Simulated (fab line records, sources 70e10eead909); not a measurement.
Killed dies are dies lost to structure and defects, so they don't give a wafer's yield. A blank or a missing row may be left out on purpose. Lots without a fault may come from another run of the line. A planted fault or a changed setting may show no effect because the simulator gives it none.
Which tool did it? | flow nand_harc | 12 lots, 36 wafers sampled, at 6 steps of a route of 1302

WHAT THE GAUGES READ, wafer by wafer
NHARC_A_CHANNEL_FILL_D1_INSPECT_13.
lot  | measured     | on                | raw_defect_count
L405 | day 11 05:28 | defect_inspect-02 | 525 291 511
L406 | day 11 16:23 | defect_inspect-02 | 273 338 259
L409 | day 12 15:21 | defect_inspect-01 | 285 205 240
L408 | day 12 15:20 | defect_inspect-02 | 290 254 205
L410 | day 13 15:25 | defect_inspect-01 | 264 316 230
L416 | day 16 03:41 | defect_inspect-01 | 499 409 394
L417 | day 16 19:07 | defect_inspect-02 | 263 202 297
L419 | day 16 22:44 | defect_inspect-02 | 294 317 289
L422 | day 18 11:24 | defect_inspect-02 | 312 265 228
L425 | day 19 17:05 | defect_inspect-01 | 201 502 322
L426 | day 19 21:31 | defect_inspect-01 | 160 194 152
L427 | day 20 15:49 | defect_inspect-02 | 706 402 420

NHARC_A_ONON_D2_THK_MEAS_27: measures by ellipsometry.
lot  | measured     | on            | thk_nm (nm)
L405 | day 13 03:57 | film_metro-01 | 1001 998 1001
L406 | day 13 13:09 | film_metro-02 | 1007 1007 1008
L409 | day 14 14:28 | film_metro-02 | 1004 1006 1003
L408 | day 14 14:28 | film_metro-01 | 1020 1020 1020
L410 | day 15 09:02 | film_metro-02 | 977 981 980
L416 | day 18 06:08 | film_metro-02 | 668 669 668
L417 | day 18 20:20 | film_metro-01 | 661 662 662
L419 | day 18 20:21 | film_metro-01 | 1001 1003 1001
L422 | day 20 16:29 | film_metro-02 | 985 985 984
L425 | day 21 20:25 | film_metro-02 | 1012 1009 1009
L426 | day 22 03:05 | film_metro-02 | 991 993 994
L427 | day 22 15:39 | film_metro-02 | 1002 1002 1001

NHARC_END_SORT_01.
lot  | measured     | on        | killed_at_array | killed_at_other | killed_at_periphery | killed_dies | killed_open | killed_short
L416 | day 29 18:56 | prober-01 | 669 668 665     | 3 1 3           | 5 8 9               | 677 677 677 | 3 2 3       | 1 3 3
L417 | day 30 01:54 | prober-01 | 669 671 673     | 4 1 0           | 4 5 4               | 677 677 677 | 4 1 5       | 1 2 3

WHICH TOOL RAN EACH LOT (tool, then ch and the chambers of the sampled wafers, then the start)
lot  | NHARC_A_CHANNEL_FILL_D1_ETCHBACK_08           | NHARC_A_CHANNEL_FILL_D1_STRIP_29              | NHARC_A_ONON_D2_DEP_25
L405 | rie_diel-06 ch 0,1,3, day 11 05:28 or earlier | rie_diel-06 ch 0,1,3, day 11 05:28 or earlier | pecvd_onon-01 ch 0, day 13 03:30
L406 | rie_diel-06 ch 0,1, day 11 16:23 or earlier   | rie_diel-06 ch 0,1,3, day 11 16:23 or earlier | pecvd_onon-04 ch 0, day 13 12:38
L409 | rie_diel-02 ch 0,1,3, day 12 15:21 or earlier | rie_diel-02 ch 0,2,3, day 12 15:21 or earlier | pecvd_onon-04 ch 0, day 14 13:57
L408 | rie_diel-01 ch 0,2,3, day 12 15:20 or earlier | rie_diel-01 ch 0,1,3, day 12 15:20 or earlier | pecvd_onon-02 ch 0, day 14 14:01
L410 | rie_diel-01 ch 1,2,3, day 13 15:25 or earlier | rie_diel-01 ch 0,2,3, day 13 15:25 or earlier | pecvd_onon-02 ch 0, day 15 08:38
L416 | rie_diel-01 ch 1,2, day 16 03:41 or earlier   | rie_diel-01 ch 0,1,2, day 16 03:41 or earlier | pecvd_onon-02 ch 0, day 18 05:40
L417 | rie_diel-02 ch 0,1, day 16 19:07 or earlier   | rie_diel-02 ch 0,1,2, day 16 19:07 or earlier | pecvd_onon-02 ch 0, day 18 19:50
L419 | rie_diel-01 ch 0,1, day 16 16:44 or earlier   | rie_diel-01 ch 0,1,2, day 16 16:44            | pecvd_onon-04 ch 0, day 18 19:50
L422 | rie_diel-06 ch 0,2,3, day 18 05:16 or earlier | rie_diel-06 ch 0,2,3, day 18 05:16            | pecvd_onon-04 ch 0, day 20 15:58
L425 | rie_diel-01 ch 2,3, day 19 17:05 or earlier   | rie_diel-01 ch 0,1,2, day 19 17:05 or earlier | pecvd_onon-01 ch 0, day 21 19:55
L426 | rie_diel-06 ch 0,1,2, day 19 21:31 or earlier | rie_diel-06 ch 1,3, day 19 21:31 or earlier   | pecvd_onon-04 ch 0, day 22 02:35
L427 | rie_diel-06 ch 1,2,3, day 20 15:49 or earlier | rie_diel-06 ch 0,1,3, day 20 15:49 or earlier | pecvd_onon-01 ch 0, day 22 15:12
- NHARC_A_CHANNEL_FILL_D1_ETCHBACK_08: etches the open film in C4F8, target depth 220 nm, time 110 s.
- NHARC_A_CHANNEL_FILL_D1_STRIP_29: strips in O2, time 20 s.
- NHARC_A_ONON_D2_DEP_25: target thk 1000 nm.

WHAT THE TOOLS THEMSELVES READ (means of the sampled wafers that have a number; where no wafer has one, the mark that the record gives instead)
NHARC_A_CHANNEL_FILL_D1_ETCHBACK_08.
lot  | tool        | oes_product_au (a.u.) | rf_fwd_power_W (W) | rf_vpp_V (V)
L405 | rie_diel-06 | 0.93                  | 597.4              | 443.4
L406 | rie_diel-06 | 0.99                  | 596.8              | 442.7
L409 | rie_diel-02 | 1.01                  | 596.1              | 438.9
L408 | rie_diel-01 | 0.92                  | 597.1              | 441.1
L410 | rie_diel-01 | 1.00                  | 596.9              | 441.3
L416 | rie_diel-01 | 0.93                  | 597.4              | 440.7
L417 | rie_diel-02 | 0.93                  | 595.5              | 437.3
L419 | rie_diel-01 | 0.93                  | 596.0              | 439.5
L422 | rie_diel-06 | 0.92                  | 596.5              | 443.5
L425 | rie_diel-01 | 0.93                  | 595.0              | 443.1
L426 | rie_diel-06 | 0.91                  | 596.2              | 441.6
L427 | rie_diel-06 | 0.92                  | 595.9              | 441.5

NHARC_A_CHANNEL_FILL_D1_STRIP_29.
lot  | tool        | drypump_motor_current_A (A) | oes_product_au (a.u.) | rf_vpp_V (V) | showerhead_plenum_p_Torr (Torr) | throttle_valve_pct (%)
L405 | rie_diel-06 | 5.6                         | 0.994                 | 58.6         | 3.65                            | 17.031
L406 | rie_diel-06 | 5.6                         | 0.996                 | 58.2         | 3.65                            | 17.044
L409 | rie_diel-02 | 5.6                         | 1.004                 | 57.5         | 3.42                            | 17.042
L408 | rie_diel-01 | 6.1                         | 1.003                 | 57.5         | 3.55                            | 17.033
L410 | rie_diel-01 | 5.8                         | 0.992                 | 57.7         | 3.51                            | 17.033
L416 | rie_diel-01 | 5.8                         | 0.998                 | 58.0         | 3.49                            | 17.041
L417 | rie_diel-02 | 5.5                         | 1.004                 | 57.1         | 3.41                            | 17.037
L419 | rie_diel-01 | 5.8                         | 1.001                 | 57.0         | 3.49                            | 17.025
L422 | rie_diel-06 | 5.8                         | 0.988                 | 58.4         | 3.71                            | 17.041
L425 | rie_diel-01 | 5.8                         | 0.995                 | 57.5         | 3.49                            | 17.032
L426 | rie_diel-06 | 5.6                         | 0.989                 | 57.5         | 3.64                            | 17.023
L427 | rie_diel-06 | 5.5                         | 0.992                 | 57.9         | 3.64                            | 17.041

NHARC_A_ONON_D2_DEP_25.
lot  | tool          | sih4_flow_sccm (sccm)
L405 | pecvd_onon-01 | 210.0
L406 | pecvd_onon-04 | 209.4
L409 | pecvd_onon-04 | 210.5
L408 | pecvd_onon-02 | 211.0
L410 | pecvd_onon-02 | 209.7
L416 | pecvd_onon-02 | 210.1
L417 | pecvd_onon-02 | 209.9
L419 | pecvd_onon-04 | 210.6
L422 | pecvd_onon-04 | 210.4
L425 | pecvd_onon-01 | 209.3
L426 | pecvd_onon-04 | 210.0
L427 | pecvd_onon-01 | 209.8

THE ANSWER, worked out from the rows above alone
Rule: what is usual is taken from the lots themselves. Put in order of their means at a reading, lots are off if they are a third of the lots or fewer, leave a main group of 4 or more, and stand apart from it by a gap of 3 or more times the standard deviation of the main group's means; of several such gaps the widest counts. A main group whose means are all the same, to the digits that the tables above print for the reading, isn't used. A lot without any number at a reading at which 4 lots or more have one is off too. The other lots that the step has rows for count as sound. The gauges are gone through in route order, then the tools' own readings, and for those a lot's mean is taken as printed above. The first step at which some lot is off is used, and at that step the reading that is off furthest; a lot without a number counts as furthest.
Off: L416, L417, at NHARC_A_ONON_D2_THK_MEAS_27 (thk_nm). The main group: mean 1000 nm, standard deviation 11.
A tool fits if, at a process step before that reading, it ran every lot that is off, and no sound lot after the first of them. The gauges at NHARC_A_ONON_D2_THK_MEAS_27 are tried like those tools. NHARC_A_CHANNEL_FILL_D1_ETCHBACK_08 gives no start for some lots, so the hours and the order of its lots are those of NHARC_A_CHANNEL_FILL_D1_INSPECT_13. NHARC_A_CHANNEL_FILL_D1_STRIP_29 gives no start for some lots, so the hours and the order of its lots are those of NHARC_A_CHANNEL_FILL_D1_INSPECT_13. One fits: pecvd_onon-02 at NHARC_A_ONON_D2_DEP_25. Its last sound lot is L410 (day 15 08:38), its first lot that is off L416 (day 18 05:40): a fault that began between those two fits.

WHAT THE SIMULATOR HAD PUT IN
Process parameter drift: pecvd_onon-02, from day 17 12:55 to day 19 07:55, at NHARC_A_ONON_D2_DEP_25. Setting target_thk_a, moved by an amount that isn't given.
Lots struck among those shown: L416, L417. The rule above found the same.
